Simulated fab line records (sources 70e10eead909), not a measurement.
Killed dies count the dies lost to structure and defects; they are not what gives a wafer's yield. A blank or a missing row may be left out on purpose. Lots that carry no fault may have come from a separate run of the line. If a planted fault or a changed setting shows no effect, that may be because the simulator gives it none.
Matching of chambers + flow nand_harc + 4 sister chambers for NHARC_P_STI_CMP_21 on cmp-04
The step polishes, t overpolish 20 s, target thk 380.67 nm. 4 wafers are shown with their chamber, then 8 later ones without.

== WAFERS, EACH WITH ITS CHAMBER ==
| wafer  | chamber | motor_current_A (A) |
|--------|---------|---------------------|
| L211.4 | 2       | 11.0                |
| L211.6 | 1       | 13.3                |
| L212.1 | 0       | 11.7                |
| L213.1 | 3       | 10.9                |

== WAFERS WITHOUT THEIR CHAMBER ==
| wafer  | motor_current_A (A) |
|--------|---------------------|
| L213.4 | 11.4                |
| L213.6 | 11.2                |
| L217.1 | 11.2                |
| L217.3 | 11.7                |
| L217.5 | 13.0                |
| L219.1 | 12.7                |
| L219.3 | 11.5                |
| L219.4 | 10.8                |

== WHICH CHAMBER EACH ONE RAN IN ==
| wafer  | from the rows above          | in truth                   |
|--------|------------------------------|----------------------------|
| L213.4 | can't be placed: 0 or 2 or 3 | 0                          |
| L213.6 | can't be placed: 2 or 3 or 0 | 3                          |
| L217.1 | can't be placed: 2 or 3 or 0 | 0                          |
| L217.3 | 0                            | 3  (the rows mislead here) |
| L217.5 | 1                            | 1                          |
| L219.1 | can't be placed: 1 or 0      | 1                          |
| L219.3 | can't be placed: 0 or 2 or 3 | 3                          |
| L219.4 | can't be placed: 3 or 2      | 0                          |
Correct placement for 1 of the 8. From these rows, 6 cannot be placed; in 5 the true chamber is one of the candidates. Placed wrongly: 1.
How it was worked out, from the rows above alone: a wafer's distance from a chamber is the root of the sum, over the readings, of the square of ((its reading less the chamber's mean) divided by the reading's scatter). The wafer belongs to the nearest chamber; if the next one is less than 2 further off, it can't be placed. Each chamber's mean is taken over the wafers shown for it. The scatter (one wafer shown for each chamber): square how far every hidden wafer sits from the nearest shown wafer, average those squares and take the square root.
